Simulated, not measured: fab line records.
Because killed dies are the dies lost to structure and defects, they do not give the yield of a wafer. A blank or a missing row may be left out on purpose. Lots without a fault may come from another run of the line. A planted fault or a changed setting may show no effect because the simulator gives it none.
fab line records | flow n5_finfet
record: lots: 5 wafers: 14 last_day: 17
route steps=1938 shown MOL_CONTACT_COAG@604 BEOL_M4@1111 PASSIVATION@1936
lots that met no fault: from a run of the same line without faults
start_h: start of the lot's first displayed wafer, in hours after the record's first day | wait_h: time in hours since the lot's previous step | " repeats the value in the row above | L1.1+2: one row covering several wafers at once | - no value, or no start given | * or withheld: withheld | < > ~ a bound
route shown NAME@n: a module of which the file shows steps, and the number in the route of the first | usual: average and standard deviation across the fault-free wafers | same: alike in all rows | chamber/n: place in a boat | sites: each site's reading | _std_site: their standard deviation | _edge_site: outer sites' mean less inner sites' | radius_mm: how far each site lies from the wafer's centre | mask NAME#n: copy n | behind: the tool/chamber that last shaped the wafer | hold: cause of the lot's hold/its duration in hours/its outcome | device: which transistor (n, p or np) failed to switch | end of line: the route-end tests of the same wafers | a step without rows: its recipe alone | killed: dies that structure and defects cost at the first sort, which is not the same as the wafer's yield | map: dies across one wafer; x = killed, . = not, _ = none there
set.NAME: the run value of the setting; set.NAME@STEP: its run value at that earlier step | model.NAME: the simulator's own value behind a step, which no gauge read
certain route steps with their lots: each step a table, each wafer a row
services: from which hour (start_h, from the record's first day; less than 0 if before it) a tool's chamber was out of use, for how many hours, and why
== steps ==
step: N5_MOL_CONTACT_COAG_INSPECT_42
recipe: mode: adi inspect_instrument: brightfield
usual: raw_defect_count: 215/68
columns lot.wafer tool chamber start_h wait_h raw_defect_count
L422.1 defect_inspect-02 - 121.01 0.1 186
L422.3 " - " " 171
L422.4 " - " " 332
L431.3 defect_inspect-02 - 177.71 0.0 125
L431.4 " - " " 186
L431.6 " - " " 164
L434.3 defect_inspect-01 - 195.65 0.0 238
L434.5 " - " " 157
L434.6 " - " " 133
L438.4 defect_inspect-01 - 211.55 0.0 261
L438.6 " - " " 212
L441.1 defect_inspect-01 - 231.49 0.1 237
L441.5 " - " " 207
L441.6 " - " " 243
step: N5_MOL_CONTACT_COAG_DESCUM_45
recipe: chemistry: O2 time_s: 7 source_power_w: 50 bias_power_w: 20 pressure_mtorr: 20 rf_frequency_hz: 2.712e+07 temp_c: 40 resist: CAR-EUV o2_flow_sccm: 225
step: N5_MOL_CONTACT_COAG_ETCH_65
recipe: chemistry: N2/H2 target: underlayer target_depth_a: 130 mask_material: CAR-EUV time_s: 10.4 ion_energy_ev: 200 pressure_mtorr: 30 source_w: 840 bias_w: 150 n2_flow_sccm: 200 h2_flow_sccm: 200 ends: cleared
usual: drypump_motor_current_A: 5.8/0.46 etch_rf_on_time_s: 10.31/0.24 oes_product_au: 0.70/0.082 rf_vpp_V: 524.3/1.8 showerhead_plenum_p_Torr: 2.56/0.061 throttle_valve_pct: 17.87/0.28
columns lot.wafer tool chamber start_h wait_h drypump_motor_current_A etch_rf_on_time_s oes_product_au rf_hours_counter_h rf_vpp_V showerhead_plenum_p_Torr throttle_valve_pct
L422.1 rie_diel-01 1 121.28 0.0 6.4 10.17 0.77 47 525.8 2.58 17.35
L422.3 " 3 " " 5.5 10.27 0.62 203 523.8 2.52 18.07
L422.4 " 0 " " 6.7 10.51 0.59 235 525.7 2.63 18.08
L431.3 rie_diel-01 1 177.78 0.0 6.4 10.21 0.74 69 524.4 2.57 17.41
L431.4 " 1 " " 6.4 10.20 0.74 - 525.0 2.57 17.40
L431.6 " 3 " " 5.5 10.41 0.60 - 522.5 2.51 18.13
L434.3 rie_diel-03 0 195.88 0.0 5.9 10.39 0.77 22 525.2 2.59 17.91
L434.5 " 2 " " 5.3 10.65 0.75 - 525.3 2.60 17.88
L434.6 " 1 " " 6.0 10.03 0.75 - 522.2 2.48 17.80
L438.4 rie_diel-06 2 211.62 0.0 5.6 10.43 0.84 2 527.6 2.61 17.79
L438.6 " 2 " " 5.6 10.27 0.85 - 526.2 2.61 17.78
L441.1 rie_diel-03 3 231.65 0.0 5.8 9.87 0.81 23 522.2 2.49 17.57
L441.5 " 3 " " 5.8 9.87 0.81 - 521.7 2.49 17.56
L441.6 " 2 " " 5.3 10.68 0.73 - 524.7 2.59 17.90
step: N5_MOL_CONTACT_COAG_ETCH_66
recipe: chemistry: CF4 target: SiARC target_depth_a: 130 mask_material: CAR-EUV time_s: 21.7 ion_energy_ev: 80 pressure_mtorr: 40 source_w: 545 bias_w: 36 Ar_flow_sccm: 100 cf4_flow_sccm: 100 ends: cleared
usual: drypump_motor_current_A: 5.8/0.46 etch_rf_on_time_s: 21.5/0.52 oes_product_au: 0.70/0.082 rf_vpp_V: 184.4/0.87 showerhead_plenum_p_Torr: 2.15/0.046 throttle_valve_pct: 15.59/0.26
columns lot.wafer tool chamber start_h wait_h drypump_motor_current_A etch_rf_on_time_s oes_product_au rf_hours_counter_h rf_vpp_V showerhead_plenum_p_Torr throttle_valve_pct
L422.1 rie_diel-01 1 121.30 0.0 6.4 21.3 0.77 47 184.6 2.17 15.16
L422.3 " 3 " " 5.5 21.7 0.62 203 183.8 2.12 15.75
L422.4 " 0 " " 6.7 22.0 0.59 235 184.9 2.20 15.87
L431.3 rie_diel-01 1 177.80 0.0 6.4 21.3 0.74 69 183.4 2.16 15.23
L431.4 " 1 " " 6.4 21.3 0.74 - 185.2 2.16 15.24
L431.6 " 3 " " 5.4 21.4 0.60 - 182.0 2.12 15.77
L434.3 rie_diel-03 0 195.90 0.0 5.9 22.0 0.77 22 185.0 2.19 15.65
L434.5 " 2 " " 5.4 22.4 0.75 - 184.8 2.17 15.51
L434.6 " 1 " " 6.0 21.5 0.74 - 182.8 2.09 15.54
L438.4 rie_diel-06 2 211.64 0.0 5.5 21.5 0.85 2 185.2 2.20 15.40
L438.6 " 2 " " 5.5 21.5 0.86 - 185.0 2.20 15.41
L441.1 rie_diel-03 3 231.67 0.0 5.7 20.5 0.80 23 184.0 2.10 15.22
L441.5 " 3 " " 5.7 20.4 0.81 - 183.7 2.10 15.21
L441.6 " 2 " " 5.3 22.2 0.73 - 183.9 2.17 15.57
step: N5_MOL_CONTACT_COAG_ALD_133
recipe: material: SiO2 target_thk_a: 50 temp_c: 100 ald_precursor_family: BDEAS ald_co_reactant: O2-plasma pulse_time_s: 1 co_reactant_pulse_time_s: 1 purge_time_s: 2 co_reactant_purge_time_s: 2 ald_cycles: 35 pressure_torr: 2
usual: heater_power_w: 77/8.6 precursor_pulse_height_rel: 0.999/0.021 susceptor_temp_C: 100.01/0.14
same: ald_cycles: 35
columns lot.wafer tool chamber start_h wait_h heater_power_w precursor_pulse_height_rel susceptor_temp_C
L422.1 ald_sin-04 2 121.38 0.1 71 1.028 99.86
L422.3 " 3 " " 79 0.973 99.98
L422.4 " 0 " " 72 0.988 99.92
L431.3 ald_sin-01 0 178.17 0.3 68 1.028 100.21
L431.4 " 1 " " 64 1.000 100.28
L431.6 " 1 " " 62 0.998 99.99
L434.3 ald_sin-01 1 195.98 0.1 65 1.010 100.00
L434.5 " 0 " " 68 1.006 99.96
L434.6 " 3 " " 85 1.034 99.98
L438.4 ald_sin-02 3 211.72 0.1 65 0.987 99.76
L438.6 " 0 " " 82 1.010 99.96
L441.1 ald_sin-02 0 231.75 0.1 83 1.062 100.16
L441.5 " 0 " " 82 0.994 100.12
L441.6 " 1 " " 92 1.011 99.94
step: N5_MOL_CONTACT_COAG_ETCHBACK_134
recipe: chemistry: CHF3 target: SiO2 target_depth_a: 100 time_s: 6.7 ion_energy_ev: 200 pressure_mtorr: 30 source_w: 610 bias_w: 170 Ar_flow_sccm: 200 CHF3_flow_sccm: 50
step: N5_MOL_CONTACT_COAG_ETCH_67
recipe: chemistry: N2/H2 target: SOC target_depth_a: 600 overetch_a: 210 mask_material: SiARC temp_c: 40 time_s: 101.2 ion_energy_ev: 200 pressure_mtorr: 30 source_w: 840 bias_w: 150 n2_flow_sccm: 200 h2_flow_sccm: 200
usual: drypump_motor_current_A: 5.8/0.44 oes_product_au: 0.71/0.079 rf_vpp_V: 524.4/1.7 showerhead_plenum_p_Torr: 2.56/0.059 throttle_valve_pct: 17.80/0.24
columns lot.wafer tool chamber start_h wait_h drypump_motor_current_A oes_product_au rf_hours_counter_h rf_vpp_V showerhead_plenum_p_Torr throttle_valve_pct
L422.1 rie_diel-06 0 121.59 0.0 5.2 0.68 116 527.0 2.67 17.92
L422.3 " 1 " " 6.1 0.77 15 528.7 2.71 17.49
L422.4 " 2 " " 5.5 0.59 227 525.0 2.62 18.20
L431.3 rie_diel-03 2 178.39 0.0 5.3 0.75 29 526.0 2.60 17.84
L431.4 " 1 " " 6.0 0.72 44 522.4 2.48 17.77
L431.6 " 0 " " 5.9 0.78 - 525.8 2.59 17.87
L434.3 rie_diel-01 2 196.19 0.0 5.3 0.58 245 524.2 2.51 18.09
L434.5 " 3 " " 5.4 0.58 - 522.2 2.51 18.09
L434.6 " 0 " " 6.7 0.79 - 527.3 2.62 17.58
L438.4 rie_diel-01 0 211.99 0.0 6.7 0.78 - 525.8 2.62 17.60
L438.6 " 1 " " 6.4 0.71 - 524.9 2.56 17.38
L441.1 rie_diel-06 1 231.97 0.0 6.0 0.71 55 527.5 2.70 17.57
L441.5 " 1 " " 6.1 0.72 - 528.0 2.70 17.58
L441.6 " 0 " " 5.1 0.65 - 526.5 2.66 18.00
step: N5_MOL_CONTACT_COAG_STRIP_68
recipe: chemistry: N2/H2 temp_c: 40 n2_flow_sccm: 200 h2_flow_sccm: 200 rf_frequency_hz: 6e+07
step: N5_MOL_CONTACT_COAG_STRIP_69
recipe: chemistry: N2/H2 temp_c: 40 n2_flow_sccm: 200 h2_flow_sccm: 200 rf_frequency_hz: 6e+07
step: N5_MOL_CONTACT_COAG_ETCHBACK_136
recipe: chemistry: CHF3 target: SiO2 target_depth_a: 250 time_s: 16.7 ion_energy_ev: 200 pressure_mtorr: 30 source_w: 610 bias_w: 170 Ar_flow_sccm: 200 CHF3_flow_sccm: 50
usual: drypump_motor_current_A: 5.8/0.44 oes_product_au: 0.85/0.098 rf_vpp_V: 519/7.1 showerhead_plenum_p_Torr: 2.39/0.052 throttle_valve_pct: 18.69/0.21
columns lot.wafer tool chamber start_h wait_h drypump_motor_current_A oes_product_au rf_hours_counter_h rf_vpp_V showerhead_plenum_p_Torr throttle_valve_pct
L422.1 rie_diel-06 0 121.68 0.0 5.2 0.80 116 535 2.50 18.77
L422.3 " 1 " " 6.1 0.92 15 528 2.55 18.49
L422.4 " 2 " " 5.6 0.70 227 527 2.45 18.99
L431.3 rie_diel-03 2 178.48 0.0 5.3 0.87 29 517 2.43 18.73
L431.4 " 1 " " 6.0 0.86 44 516 2.34 18.77
L431.6 " 0 " " 5.9 0.93 - 531 2.43 18.76
L434.3 rie_diel-01 2 196.28 0.0 5.3 0.69 245 509 2.35 19.00
L434.5 " 3 " " 5.5 0.70 - 520 2.35 18.87
L434.6 " 0 " " 6.7 0.97 - 514 2.44 18.51
L438.4 rie_diel-01 0 212.06 0.0 6.7 0.93 - 513 2.43 18.52
L438.6 " 1 " " 6.4 0.84 - 527 2.40 18.39
L441.1 rie_diel-06 1 232.06 0.0 6.0 0.87 55 526 2.53 18.55
L441.5 " 1 " " 6.1 0.87 - 527 2.53 18.57
L441.6 " 0 " " 5.1 0.76 - 536 2.49 18.85
step: N5_MOL_CONTACT_COAG_STRIP_120
recipe: chemistry: CHF3 resist: SiARC rf_frequency_hz: 6e+07
step: N5_MOL_CONTACT_COAG_VIA_ETCH_117
recipe: chemistry: C4F6/O2 target_depth_a: 400 overetch_a: 80 mask_material: SOC target: SiO2 bias_w: 455 pressure_mtorr: 10 time_s: 26 source_w: 325 Ar_flow_sccm: 300 C4F6_flow_sccm: 10 O2_flow_sccm: 10 ion_energy_ev: 575.3 ends: end_point
step: N5_MOL_CONTACT_COAG_ETCH_124
recipe: chemistry: CH3F/O2 target: SiNx target_depth_a: 65 mask_material: SOC stop_on: SiOC over_etch_frac: 0.3 ion_energy_ev: 120 pressure_mtorr: 30 source_w: 395 bias_w: 73 Ar_flow_sccm: 150 CH3F_flow_sccm: 30 O2_flow_sccm: 20 ends: end_point
usual: drypump_motor_current_A: 5.8/0.44 oes_product_au: 0.72/0.081 over_etch_frac: 0.3/0 rf_vpp_V: 295/4 showerhead_plenum_p_Torr: 2.01/0.045 throttle_valve_pct: 16.27/0.22
columns lot.wafer tool chamber start_h wait_h drypump_motor_current_A oes_product_au over_etch_frac rf_hours_counter_h rf_vpp_V showerhead_plenum_p_Torr throttle_valve_pct model.SOC_of_MOL_CONTACT_COAG_COAT_62.thk_nm
L422.1 rie_diel-06 0 121.75 0.0 5.2 0.69 0.3 116 305 2.10 16.36 48.8
L422.3 " 1 " " 6.1 0.79 0.3 15 300 2.15 16.08 48
L422.4 " 2 " " 5.6 0.60 0.3 227 299 2.06 16.58 48.2
L431.3 rie_diel-03 2 178.54 0.0 5.4 0.77 0.3 29 294 2.04 16.28 48.6
L431.4 " 1 " " 6.0 0.73 0.3 44 292 1.97 16.33 48.4
L431.6 " 0 " " 5.9 0.79 0.3 - 301 2.04 16.30 48.4
L434.3 rie_diel-01 2 196.34 0.0 5.3 0.60 0.3 245 288 1.97 16.63 48.4
L434.5 " 3 " " 5.5 0.60 0.3 - 295 1.98 16.52 48
L434.6 " 0 " " 6.7 0.81 0.3 - 293 2.05 16.10 48.2
L438.4 rie_diel-01 0 212.13 0.0 6.7 0.73 0.53515 - 291 2.05 16.09 47.6
L438.6 " 1 " " 6.4 0.65 0.53515 - 299 2.02 16.00 47.8
L441.1 rie_diel-06 1 232.12 0.0 6.1 0.73 0.3 56 299 2.13 16.15 48.2
L441.5 " 1 " " 6.1 0.74 0.3 - 298 2.13 16.14 48
L441.6 " 0 " " 5.1 0.66 0.3 - 306 2.09 16.42 49
step: N5_MOL_CONTACT_COAG_ETCH_48
recipe: chemistry: C4F6/O2 target_depth_a: 150 overetch_a: 45 mask_material: SOC target: SiOC bias_w: 465 pressure_mtorr: 10 time_s: 17 source_w: 335 Ar_flow_sccm: 300 C4F6_flow_sccm: 10 O2_flow_sccm: 10 ion_energy_ev: 576
step: N5_BEOL_M4_RC_MEAS_101
usual: DIBL_N: 36.0/1.7 DIBL_P: 36.0/2 IOFF_N: 0.156/0.028 IOFF_P: 0.21/0.04 ION_N: 673/12 ION_P: 463/8.3 SS_N: 71.4/0.6 SS_P: 73.3/0.66 VT_N: 250/3 VT_P: -250/3.8
columns lot.wafer tool chamber start_h wait_h DIBL_N[mV/V] DIBL_P[mV/V] IOFF_N[nA/um] IOFF_P[nA/um] ION_N[uA/um] ION_P[uA/um] SS_N[mV/dec] SS_P[mV/dec] VT_N[mV] VT_P[mV]
L422.1 prober-02 0 179.40 0.3 35.9 35.2 0.134 0.17 681 460 71.6 73.2 256 -254
L422.3 " 0 " " 35.1 34.5 0.127 0.17 660 450 71.4 72.9 254 -255
L422.4 " 0 " " 37.7 37.4 0.168 0.19 671 462 71.4 73.2 253 -254
L431.3 prober-02 0 239.08 0.3 34.1 34.7 0.139 0.23 678 474 70.7 73.0 250 -246
L431.4 " 0 " " 34.8 35.9 0.168 0.25 685 480 71.6 73.5 245 -245
L431.6 " 0 " " 36.1 37.3 0.177 0.29 666 469 71.5 73.5 246 -244
L434.3 prober-02 0 254.33 0.3 33.7 33.7 0.131 0.16 664 451 70.9 73.4 251 -256
L434.5 " 0 " " 34.3 34.9 0.139 0.17 663 460 71.5 73.0 253 -254
L434.6 " 0 " " 35.4 35.7 0.154 0.18 677 458 72.2 73.6 248 -253
L438.4 prober-02 0 289.93 0.5 34.5 33.5 0.130 0.17 662 452 70.3 72.1 253 -253
L438.6 " 0 " " 34.5 33.9 0.125 0.18 662 463 71.1 72.5 252 -252
L441.1 prober-01 0 298.51 0.0 33.8 32.2 0.107 0.14 638 443 71.5 72.4 257 -259
L441.5 " 0 " " 33.1 31.8 0.107 0.13 661 452 71.0 71.8 255 -258
L441.6 " 0 " " 36.6 36.4 0.147 0.18 663 455 71.3 73.4 253 -255
step: N5_PASSIVATION_PROBE_49
usual: defect_limited_yield: 91.6/1.6 killed_at_M0_to_M3: 31/10 killed_at_M4_up: 14/6.3 killed_at_contacts: 12/6.1 killed_at_front_end: 39/12 killed_at_other: 3.7/2.8 killed_dies: 100/19 killed_open: 66/14 killed_short: 33/8.1 sort_bin_5_function: 5.0/1.1 sort_bin_6_memory: 3.2/0.66 sort_bin_8_speed: 0.01/0.077 sort_n_pass: 1080/18 sort_yield_pct: 91.6/1.6
same: gross_dies: 1180 killed_at_back_side: 0 sort_bin_4_leakage[%]: 0
columns lot.wafer tool chamber start_h wait_h defect_limited_yield[%] killed_at_M0_to_M3 killed_at_M4_up killed_at_contacts killed_at_front_end killed_at_other killed_dies killed_open killed_short sort_bin_5_function[%] sort_bin_6_memory[%] sort_bin_8_speed[%] sort_n_pass sort_yield_pct[%]
L431.3 prober-02 - 339.11 0.1 91.1 36 12 11 41 5 105 64 41 5.9 2.6 0 1075 91.1
L431.4 prober-02 - 339.16 0.2 91.8 33 8 12 40 4 97 53 44 4.1 3.6 0 1083 91.8
L431.6 prober-02 - 339.26 0.3 92.1 27 18 3 42 3 93 57 36 3.7 3.8 0 1087 92.1
L434.3 prober-02 - 366.54 0.1 93.2 23 10 2 40 5 80 50 28 4.2 2.4 0 1100 93.2
L434.5 prober-02 - 366.64 0.2 90.4 40 15 6 49 3 113 69 44 5.2 3.8 0 1067 90.4
L438.6 prober-01 - 393.45 0.3 89.2 47 10 16 44 10 127 80 46 6.9 3.5 0 1053 89.2
killed by level:class
L431.3 GATE_CUT:geometric_particle:short=10 FIN_SAQP:geometric_particle:short=9 BEOL_M0_SAQP:geometric_particle:short=8 MOL_CONTACT_COAG:geometric_particle:open=8 BEOL_M2:geometric_particle:open=7 BEOL_M1:geometric_particle:open=6 BEOL_M3:geometric_particle:open=5 FIN_SAQP:geometric_particle:open=4
L431.4 MOL_CONTACT_COAG:geometric_particle:open=10 GATE_CUT:geometric_particle:short=9 BEOL_M0_SAQP:geometric_particle:short=8 FIN_SAQP:geometric_particle:short=7 FIN_SAQP:geometric_particle:open=5 BEOL_M0:geometric_particle:short=5 BEOL_M2:geometric_particle:open=5 STI_FIN_REVEAL:geometric_particle:open=4
L431.6 GATE_CUT:geometric_particle:short=11 BEOL_M2:geometric_particle:open=10 FIN_SAQP:geometric_particle:short=8 BEOL_M4:geometric_particle:open=7 GATE_CUT:geometric_particle:open=6 BEOL_M0_SAQP:geometric_particle:open=5 DUMMY_GATE:geometric_particle:open=4 BEOL_M1:geometric_particle:open=4
L434.3 FIN_SAQP:geometric_particle:open=12 SPACER0:geometric_particle:short=8 SPACER0:geometric_particle:open=5 BEOL_M2:geometric_particle:open=5 BEOL_M0:geometric_particle:open=4 FIN_SAQP:geometric_particle:short=3 GATE_CUT:geometric_particle:short=3 BEOL_M1:geometric_particle:open=3
L434.5 FIN_SAQP:geometric_particle:open=12 STI_FIN_REVEAL:geometric_particle:open=10 BEOL_M0_SAQP:geometric_particle:short=9 BEOL_M3:geometric_particle:open=8 GATE_CUT:geometric_particle:short=6 BEOL_M1:geometric_particle:open=6 FIN_SAQP:geometric_particle:short=5 BEOL_M0:geometric_particle:open=5
L438.6 STI_FIN_REVEAL:geometric_particle:open=20 BEOL_M0_SAQP:geometric_particle:short=15 BEOL_M1:geometric_particle:open=15 MOL_CONTACT_COAG:geometric_particle:open=11 BEOL_M0_SAQP:geometric_particle:open=10 FIN_SAQP:geometric_particle:open=6 STI_FIN_REVEAL:geometric_particle:short=5 PAD_METAL:geometric_particle:short=5
== services ==
columns tool chamber start_h hours kind
rie_diel-03 2 98.71 - clean
rie_diel-03 - 111.30 2.4 repair
ald_sin-01 2 126.17 3.7 repair
rie_diel-06 1 132.23 6.0 repair
rie_diel-06 0 133.63 5.5 repair
rie_diel-06 - 139.31 0.5 repair
ald_sin-02 - 139.72 0.6 repair
rie_diel-06 3 155.87 5.8 repair
rie_diel-01 0 167.59 - clean
rie_diel-01 0 167.59 - consumable_replace:focus_ring
rie_diel-01 0 167.59 20.5 scheduled_down
rie_diel-01 0 167.59 20.5 vent_cycle
ald_sin-02 - 177.33 14.0 pm
rie_diel-06 2 184.66 - clean
rie_diel-06 2 184.66 - consumable_replace:focus_ring
rie_diel-06 2 184.66 21.6 scheduled_down
rie_diel-06 2 184.66 21.6 vent_cycle
ald_sin-04 3 194.48 12.8 repair
rie_diel-01 2 210.24 - clean
rie_diel-01 2 210.24 - consumable_replace:focus_ring
rie_diel-01 2 210.24 15.4 scheduled_down
rie_diel-01 2 210.24 15.4 vent_cycle
rie_diel-03 - 221.21 0.3 repair
ald_sin-02 3 229.51 6.3 repair
== key ==
first_sign: step: N5_MOL_CONTACT_COAG_ETCH_124 reading: over_etch_frac direction: up sigmas: 99+ usual: 0.3 struck: 0.53515
effect none on later readings
model_effect: step: N5_MOL_CONTACT_COAG_ETCH_124 value: SOC_of_MOL_CONTACT_COAG_COAT_62.thk_nm without: 48.3 struck: 47.7
met_at N5_MOL_CONTACT_COAG_ETCH_124
struck_wafers L438.4,L438.6
onset_between 196.34 212.13
fault: kind: process_parameter_drift tool: rie_diel-01 chamber: - onset_h: 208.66 steps: N5_MOL_CONTACT_COAG_ETCH_124 channel: over_etch_frac offset: 0.23515 shape: step end_h: 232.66 scope: struck_wafers_only acts_in: these_recipes_only stated: 0.3
